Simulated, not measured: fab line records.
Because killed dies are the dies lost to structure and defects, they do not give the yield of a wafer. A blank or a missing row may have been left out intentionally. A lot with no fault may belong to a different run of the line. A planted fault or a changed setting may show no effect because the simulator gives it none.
Which tool is to blame? | flow nand_harc | Sampling: 24 lots, 72 wafers, 6 of 1159 route steps

## WHAT EACH GAUGE READ, for each wafer
NHARC_P_ZERO_WELL_CD_MEAS_37: target cd 720 nm. Usual: cd_nm at 718.4 nm, with a standard deviation of 2.
lot  | measured    | on        | cd_nm (nm)        | flag
L074 | day 1 16:14 | cd_sem-01 | 718.4 719.6 719.6 |
L075 | day 1 22:00 | cd_sem-02 | 719.8 715.8 719.2 |
L076 | day 2 04:17 | cd_sem-01 | 720.4 720.4 717.9 |
L077 | day 2 10:16 | cd_sem-03 | 722.4 715.2 719.5 |
L078 | day 2 16:35 | cd_sem-02 | 719.4 717.2 715.4 |
L079 | day 2 22:03 | cd_sem-02 | 721.5 717.9 715.3 |
L080 | day 3 04:11 | cd_sem-01 | 717.1 721.5 718.9 |
L081 | day 3 10:44 | cd_sem-01 | 717.0 714.1 717.1 |
L082 | day 3 16:10 | cd_sem-02 | 718.7 719.5 719.5 |
L083 | day 3 22:38 | cd_sem-03 | 719.7 715.7 718.0 |
L084 | day 4 04:08 | cd_sem-01 | 718.6 718.1 719.5 |
L085 | day 4 10:11 | cd_sem-03 | 720.5 718.7 717.7 |
L086 | day 4 16:00 | cd_sem-01 | 717.4 718.0 716.5 |
L087 | day 5 01:51 | cd_sem-02 | 713.6 717.9 716.4 |
L088 | day 5 04:06 | cd_sem-03 | 719.2 718.9 718.4 |
L089 | day 5 10:01 | cd_sem-03 | 716.1 720.0 715.4 |
L090 | day 5 15:59 | cd_sem-02 | 714.0 718.0 717.6 |
L091 | day 5 22:06 | cd_sem-02 | 717.9 721.3 720.4 |
L092 | day 6 04:16 | cd_sem-03 | 718.3 717.5 720.0 |
L093 | day 6 10:10 | cd_sem-03 | 715.1 715.1 715.9 |
L094 | day 6 16:23 | cd_sem-03 | 715.8 719.4 718.3 |
L095 | day 6 22:02 | cd_sem-03 | 720.6 721.4 724.2 |
L096 | day 7 04:14 | cd_sem-02 | 717.9 714.8 718.4 |
L097 | day 7 10:06 | cd_sem-03 | 723.3 719.3 716.4 |

NHARC_P_STI_OCD_MEAS_17. Usual: trench_depth_nm 296 nm, standard deviation 4.8; trench_foot_cd_nm 157.1 nm, standard deviation 2.7.
lot  | measured    | on     | trench_depth_nm (nm) | trench_foot_cd_nm (nm) | flag
L074 | day 2 16:53 | ocd-01 | 294 296 296          | 163.4 153.8 158.2      |
L075 | day 2 17:02 | ocd-02 | 294 297 294          | 154.3 153.7 156.6      |
L076 | day 3 03:46 | ocd-01 | 300 296 295          | 164.3 156.1 155.7      |
L077 | day 3 08:35 | ocd-02 | 295 292 296          | 159.3 156.7 152.8      |
L078 | day 3 08:47 | ocd-01 | 301 302 300          | 154.8 161.4 154.4      |
L079 | day 3 18:20 | ocd-01 | 295 304 294          | 162.2 155.6 157.9      |
L080 | day 4 00:28 | ocd-01 | 290 289 284          | 154.4 156.2 156.1      |
L081 | day 4 08:17 | ocd-01 | 301 297 293          | 156.7 163.1 155.7      |
L082 | day 4 08:28 | ocd-02 | 303 298 294          | 160.4 157.7 158.9      |
L083 | day 4 19:16 | ocd-01 | 293 300 299          | 158.6 156.3 158.5      |
L084 | day 5 00:06 | ocd-01 | 297 292 295          | 160.2 155.7 158.7      |
L085 | day 5 06:38 | ocd-01 | 293 287 297          | 155.6 154.0 152.8      |
L086 | day 5 17:37 | ocd-02 | 290 293 288          | 154.2 154.3 154.8      |
L087 | day 5 22:17 | ocd-01 | 301 300 290          | 157.1 154.1 160.6      |
L088 | day 5 22:07 | ocd-02 | 302 296 292          | 155.0 160.6 161.0      |
L089 | day 6 06:58 | ocd-02 | 298 310 296          | 153.8 154.0 156.0      |
L090 | day 6 14:28 | ocd-01 | 306 297 303          | 158.1 157.7 158.2      |
L091 | day 6 14:18 | ocd-02 | 298 292 296          | 153.0 153.9 154.6      |
L092 | day 7 03:34 | ocd-01 | 299 296 293          | 160.9 156.5 156.3      |
L093 | day 7 03:44 | ocd-01 | 289 296 300          | 157.3 160.3 160.3      |
L094 | day 7 11:52 | ocd-01 | 305 298 298          | 155.8 154.9 158.4      |
L095 | day 7 17:35 | ocd-01 | 294 297 295          | 159.4 158.0 160.4      |
L096 | day 7 23:50 | ocd-02 | 299 289 299          | 164.7 156.3 159.6      |
L097 | day 8 05:54 | ocd-01 | 293 305 303          | 154.5 155.8 153.7      |

NHARC_P_M0_THK_MEAS_24: measures by xrf. Usual: thk_nm at 117.8 nm, with a standard deviation of 2.1.
lot  | measured     | on            | thk_nm (nm)       | flag
L074 | day 6 12:26  | film_metro-02 | 117.5 117.8 117.8 |
L075 | day 6 10:23  | film_metro-01 | 116.7 117.0 116.5 |
L076 | day 6 19:40  | film_metro-01 | 121.1 117.5 115.2 |
L077 | day 6 23:46  | film_metro-02 | 118.0 120.2 118.0 |
L078 | day 6 23:12  | film_metro-01 | 114.0 117.9 118.3 |
L079 | day 7 03:34  | film_metro-01 | 114.2 116.0 116.6 |
L080 | day 7 08:40  | film_metro-02 | 116.7 115.5 114.8 |
L081 | day 7 17:31  | film_metro-01 | 115.7 114.3 117.0 |
L082 | day 8 04:24  | film_metro-01 | 116.3 116.7 118.5 |
L083 | day 8 07:31  | film_metro-01 | 118.5 114.2 113.8 |
L084 | day 8 10:50  | film_metro-02 | 118.8 116.8 116.8 |
L085 | day 9 07:02  | film_metro-01 | 120.7 120.1 118.9 |
L086 | day 9 05:37  | film_metro-02 | 116.5 118.4 118.1 |
L087 | day 9 04:58  | film_metro-01 | 116.8 117.2 116.8 |
L088 | day 8 23:37  | film_metro-01 | 121.6 120.3 121.0 |
L089 | day 9 16:33  | film_metro-02 | 116.0 114.6 119.4 |
L090 | day 10 00:37 | film_metro-02 | 118.1 119.2 118.1 |
L091 | day 10 00:59 | film_metro-01 | 120.1 117.7 118.0 |
L092 | day 10 20:49 | film_metro-02 | 121.6 119.1 117.3 |
L093 | day 10 15:54 | film_metro-02 | 118.6 121.1 120.9 |
L094 | day 10 21:22 | film_metro-02 | 119.5 121.6 120.4 |
L095 | day 11 05:41 | film_metro-02 | 116.0 116.2 116.0 |
L096 | day 11 05:37 | film_metro-02 | 114.4 116.6 120.3 |
L097 | day 11 13:20 | film_metro-02 | 117.0 118.3 116.4 |

## EACH LOT AND THE TOOL THAT RAN IT (in order: tool; ch and the chambers of the sampled wafers; start)
lot  | NHARC_P_ZERO_WELL_ETCH_65         | NHARC_P_GATE_DESCUM_13            | NHARC_P_M0_ETCH_15
L074 | rie_diel-07 ch 2,3, day 1 13:22   | rie_diel-05 ch 0,1, day 4 08:22   | rie_diel-04 ch 0,2, day 6 12:26 or earlier
L075 | rie_diel-07 ch 0,2, day 1 19:29   | rie_diel-05 ch 0,1,3, day 4 08:32 | rie_diel-06 ch 2,3, day 6 10:23 or earlier
L076 | rie_diel-07 ch 0,1,3, day 2 01:38 | rie_diel-05 ch 0,2,3, day 4 16:39 | rie_diel-06 ch 0,1,2, day 6 19:40 or earlier
L077 | rie_diel-07 ch 0,2,3, day 2 07:30 | rie_diel-12 ch 2,3, day 5 00:38   | rie_diel-07 ch 0,2,3, day 6 23:46 or earlier
L078 | rie_diel-07 ch 0,3, day 2 13:47   | rie_diel-12 ch 2,3, day 5 00:29   | rie_diel-06 ch 0,2, day 6 23:12 or earlier
L079 | rie_diel-09 ch 0,1,3, day 2 19:32 | rie_diel-12 ch 1,2, day 5 08:29   | rie_diel-04 ch 0,3, day 7 03:34 or earlier
L080 | rie_diel-09 ch 1,3, day 3 01:25   | rie_diel-08 ch 1,2,3, day 5 13:52 | rie_diel-06 ch 0,2, day 7 08:40 or earlier
L081 | rie_diel-09 ch 0,1,3, day 3 07:32 | rie_diel-08 ch 1,2, day 5 23:07   | rie_diel-07 ch 0,1,3, day 7 17:31 or earlier
L082 | rie_diel-07 ch 2,3, day 3 13:24   | rie_diel-05 ch 0,2,3, day 5 22:58 | rie_diel-04 ch 1,3, day 8 04:24 or earlier
L083 | rie_diel-09 ch 0,2,3, day 3 19:53 | rie_diel-05 ch 0,1,2, day 6 06:28 | rie_diel-06 ch 0,3, day 8 07:31 or earlier
L084 | rie_diel-09 ch 0,3, day 4 01:31   | rie_diel-05 ch 0,3, day 6 12:14   | rie_diel-07 ch 1,2,3, day 8 10:50 or earlier
L085 | rie_diel-07 ch 2,3, day 4 07:40   | rie_diel-12 ch 0,1,3, day 7 06:10 | rie_diel-06 ch 0,2,3, day 9 07:02 or earlier
L086 | rie_diel-07 ch 1,2,3, day 4 13:22 | rie_diel-08 ch 0,1, day 7 06:09   | rie_diel-07 ch 0,1,3, day 9 05:37 or earlier
L087 | rie_diel-07 ch 0,3, day 4 19:22   | rie_diel-05 ch 1,2, day 7 06:07   | rie_diel-07 ch 0,2,3, day 9 04:58 or earlier
L088 | rie_diel-09 ch 0,2, day 5 01:29   | rie_diel-08 ch 0,1,2, day 7 06:05 | rie_diel-06 ch 0,3, day 8 23:37 or earlier
L089 | rie_diel-09 ch 0,2, day 5 07:22   | rie_diel-12 ch 0,3, day 7 17:52   | rie_diel-04 ch 2,3, day 9 16:33 or earlier
L090 | rie_diel-09 ch 0,2,3, day 5 13:22 | rie_diel-12 ch 0,3, day 8 01:21   | rie_diel-07 ch 0,1,2, day 10 00:37 or earlier
L091 | rie_diel-09 ch 0,1,2, day 5 19:29 | rie_diel-08 ch 0,2,3, day 8 01:24 | rie_diel-04 ch 0,1,3, day 10 00:59 or earlier
L092 | rie_diel-09 ch 0,1,3, day 6 01:31 | rie_diel-08 ch 1,2, day 8 22:08   | rie_diel-04 ch 0,2, day 10 20:49 or earlier
L093 | rie_diel-09 ch 0,2,3, day 6 07:29 | rie_diel-12 ch 0,1,2, day 8 22:11 | rie_diel-04 ch 0,3, day 10 13:35
L094 | rie_diel-07 ch 0,3, day 6 13:33   | rie_diel-12 ch 0,1,2, day 8 22:07 | rie_diel-04 ch 0,2, day 10 21:22 or earlier
L095 | rie_diel-04 ch 0,3, day 6 19:22   | rie_diel-08 ch 0,2,3, day 9 11:03 | rie_diel-07 ch 1,2,3, day 11 05:41 or earlier
L096 | rie_diel-07 ch 1,2,3, day 7 01:31 | rie_diel-05 ch 1,2, day 9 11:05   | rie_diel-07 ch 1,2,3, day 11 05:37 or earlier
L097 | rie_diel-09 ch 0,2,3, day 7 07:22 | rie_diel-08 ch 2,3, day 9 19:11   | rie_diel-07 ch 0,1,3, day 11 13:20 or earlier
- NHARC_P_ZERO_WELL_ETCH_65: etches the open film in N2/H2, target depth 80 nm, overetch 24 nm, time 87.88 s.
- NHARC_P_GATE_DESCUM_13: chemistry O2, time 3 s.
- NHARC_P_M0_ETCH_15: etches the open film in C4F8/Ar, target depth 150 nm, overetch 15 nm, time 82.5 s.

## WHAT THE TOOLS THEMSELVES READ (means of the sampled wafers that have a number; where no wafer has one, the mark that the record gives instead)
NHARC_P_ZERO_WELL_ETCH_65. Usual: drypump_motor_current_A 5.8 A, standard deviation 0.41; n2_flow_sccm 150.1 sccm, standard deviation 0.42; oes_product_au 0.997 a.u., standard deviation 0.015; rf_vpp_V 430 V, standard deviation 3.1; showerhead_plenum_p_Torr 2.01 Torr, standard deviation 0.11; throttle_valve_pct 14.172 %, standard deviation 0.0091.
lot  | tool        | drypump_motor_current_A (A) | n2_flow_sccm (sccm) | oes_product_au (a.u.) | rf_vpp_V (V) | showerhead_plenum_p_Torr (Torr) | throttle_valve_pct (%) | flag
L074 | rie_diel-07 | 5.6                         | 149.7               | 0.983                 | 428          | 1.92                            | 14.171                 |
L075 | rie_diel-07 | 5.7                         | 150.2               | 0.964                 | 427          | 1.92                            | 14.178                 |
L076 | rie_diel-07 | 5.4                         | 150.3               | 1.001                 | 430          | 2.02                            | 14.173                 |
L077 | rie_diel-07 | 5.6                         | 149.9               | 0.986                 | 428          | 1.92                            | 14.176                 |
L078 | rie_diel-07 | 5.6                         | 150.5               | 1.010                 | 427          | 1.93                            | 14.170                 |
L079 | rie_diel-09 | 6.2                         | 150.3               | 1.000                 | 431          | 2.06                            | 14.176                 |
L080 | rie_diel-09 | 6.1                         | 149.8               | 0.994                 | 435          | 2.13                            | 14.168                 |
L081 | rie_diel-09 | 6.1                         | 150.2               | 0.988                 | 431          | 2.06                            | 14.162                 |
L082 | rie_diel-07 | 5.6                         | 150.3               | 1.006                 | 427          | 1.93                            | 14.162                 |
L083 | rie_diel-09 | 6.1                         | 149.8               | 1.003                 | 429          | 1.98                            | 14.175                 |
L084 | rie_diel-09 | 6.2                         | 150.2               | 1.004                 | 429          | 1.99                            | 14.179                 |
L085 | rie_diel-07 | 5.6                         | 150.3               | 1.009                 | 427          | 1.93                            | 14.176                 |
L086 | rie_diel-07 | 5.4                         | 149.8               | 1.001                 | 430          | 2.02                            | 14.160                 |
L087 | rie_diel-07 | 5.7                         | 150.0               | 0.998                 | 427          | 1.93                            | 14.171                 |
L088 | rie_diel-09 | 6.4                         | 149.7               | 1.005                 | 427          | 1.93                            | 14.179                 |
L089 | rie_diel-09 | 6.2                         | 150.2               | 1.008                 | 426          | 1.92                            | 14.178                 |
L090 | rie_diel-09 | 6.1                         | 149.9               | 1.002                 | 429          | 1.98                            | 14.170                 |
L091 | rie_diel-09 | 6.3                         | 150.3               | 1.003                 | 429          | 2.00                            | 14.174                 |
L092 | rie_diel-09 | 6.1                         | 150.3               | 0.992                 | 432          | 2.06                            | 14.181                 |
L093 | rie_diel-09 | 6.1                         | 150.7               | 1.004                 | 429          | 1.98                            | 14.172                 |
L094 | rie_diel-07 | 5.6                         | 150.0               | 0.980                 | 428          | 1.93                            | 14.169                 |
L095 | rie_diel-04 | 5.8                         | 150.0               | 0.998                 | 433          | 2.12                            | 14.175                 |
L096 | rie_diel-07 | 5.4                         | 150.0               | 0.995                 | 430          | 2.02                            | 14.166                 |
L097 | rie_diel-09 | 6.1                         | 149.9               | 1.002                 | 429          | 1.98                            | 14.176                 |

NHARC_P_GATE_DESCUM_13. Usual: drypump_motor_current_A 6.0 A, standard deviation 0.46; oes_product_au 1.003 a.u., standard deviation 0.01; rf_vpp_V 57.5 V, standard deviation 0.78; showerhead_plenum_p_Torr 1.85 Torr, standard deviation 0.055; throttle_valve_pct 11.310 %, standard deviation 0.01.
lot  | tool        | drypump_motor_current_A (A) | oes_product_au (a.u.) | rf_vpp_V (V) | showerhead_plenum_p_Torr (Torr) | throttle_valve_pct (%) | flag
L074 | rie_diel-05 | 5.9                         | 1.002                 | 57.0         | 1.83                            | 11.310                 |
L075 | rie_diel-05 | 5.5                         | 1.013                 | 57.3         | 1.85                            | 11.303                 |
L076 | rie_diel-05 | 5.7                         | 1.010                 | 57.4         | 1.82                            | 11.304                 |
L077 | rie_diel-12 | 5.7                         | 1.009                 | 58.2         | 1.89                            | 11.311                 |
L078 | rie_diel-12 | 5.7                         | 1.011                 | 58.0         | 1.89                            | 11.305                 |
L079 | rie_diel-12 | 5.6                         | 1.001                 | 58.0         | 1.92                            | 11.303                 |
L080 | rie_diel-08 | 6.2                         | 0.994                 | 57.2         | 1.83                            | 11.320                 |
L081 | rie_diel-08 | 6.2                         | 0.994                 | 57.6         | 1.80                            | 11.318                 |
L082 | rie_diel-05 | 5.7                         | 1.002                 | 57.1         | 1.82                            | 11.317                 |
L083 | rie_diel-05 | 6.1                         | 1.002                 | 56.8         | 1.82                            | 11.308                 |
L084 | rie_diel-05 | 5.1                         | 1.002                 | 57.4         | 1.85                            | 11.302                 |
L085 | rie_diel-12 | 6.3                         | 1.007                 | 58.1         | 1.86                            | 11.326                 |
L086 | rie_diel-08 | 6.3                         | 0.998                 | 57.6         | 1.81                            | 11.319                 |
L087 | rie_diel-05 | 6.1                         | 1.005                 | 57.6         | 1.83                            | 11.313                 |
L088 | rie_diel-08 | 6.1                         | 1.001                 | 58.1         | 1.80                            | 11.322                 |
L089 | rie_diel-12 | 6.4                         | 1.007                 | 57.4         | 1.83                            | 11.297                 |
L090 | rie_diel-12 | 6.5                         | 0.999                 | 57.1         | 1.86                            | 11.310                 |
L091 | rie_diel-08 | 6.0                         | 0.999                 | 57.7         | 1.83                            | 11.298                 |
L092 | rie_diel-08 | 6.2                         | 0.997                 | 56.9         | 1.79                            | 11.303                 |
L093 | rie_diel-12 | 6.0                         | 1.003                 | 57.7         | 1.90                            | 11.304                 |
L094 | rie_diel-12 | 6.0                         | 1.001                 | 57.1         | 1.90                            | 11.301                 |
L095 | rie_diel-08 | 5.9                         | 1.012                 | 57.3         | 1.82                            | 11.315                 |
L096 | rie_diel-05 | 6.1                         | 1.006                 | 57.8         | 1.92                            | 11.312                 |
L097 | rie_diel-08 | 6.0                         | 1.014                 | 58.1         | 1.85                            | 11.314                 |

NHARC_P_M0_ETCH_15. Usual: oes_product_au 0.944 a.u., standard deviation 0.025; rf_vpp_V 441 V, standard deviation 3.1.
lot  | tool        | oes_product_au (a.u.) | rf_vpp_V (V) | flag
L074 | rie_diel-04 | 0.967                 | 442          |
L075 | rie_diel-06 | 0.985                 | 443          |
L076 | rie_diel-06 | 0.962                 | 442          |
L077 | rie_diel-07 | 0.972                 | 437          |
L078 | rie_diel-06 | 0.980                 | 445          |
L079 | rie_diel-04 | 0.917                 | 442          |
L080 | rie_diel-06 | 0.964                 | 444          |
L081 | rie_diel-07 | 0.910                 | 441          |
L082 | rie_diel-04 | 0.937                 | 440          |
L083 | rie_diel-06 | 0.939                 | 441          |
L084 | rie_diel-07 | 0.927                 | 439          |
L085 | rie_diel-06 | 0.941                 | 443          |
L086 | rie_diel-07 | 0.918                 | 440          |
L087 | rie_diel-07 | 0.914                 | 437          |
L088 | rie_diel-06 | 0.975                 | 440          |
L089 | rie_diel-04 | 0.952                 | 441          |
L090 | rie_diel-07 | 0.917                 | 440          |
L091 | rie_diel-04 | 0.955                 | 442          |
L092 | rie_diel-04 | 0.929                 | 441          |
L093 | rie_diel-04 | 0.929                 | 443          |
L094 | rie_diel-04 | 0.929                 | 442          |
L095 | rie_diel-07 | 0.955                 | 439          |
L096 | rie_diel-07 | 0.968                 | 440          |
L097 | rie_diel-07 | 0.977                 | 440          |

## THE ANSWER, worked out from the rows above alone
Rule: take the mean of a lot's wafers that have a number; if it is more than 3 standard deviations from the usual mean, the lot is off. A lot without any number at a reading at which 4 lots or more have one is off too. Any other lot the step has rows for is counted as sound. The gauges are gone through in route order, then the tools' own readings, and for those a lot's mean is taken as printed above. The first step at which some lot is off is used, and at that step the reading that is off furthest; a lot without a number counts as furthest.
No lot is off at any reading shown: from this, nothing can be told.

## WHAT THE SIMULATOR HAD INSERTED
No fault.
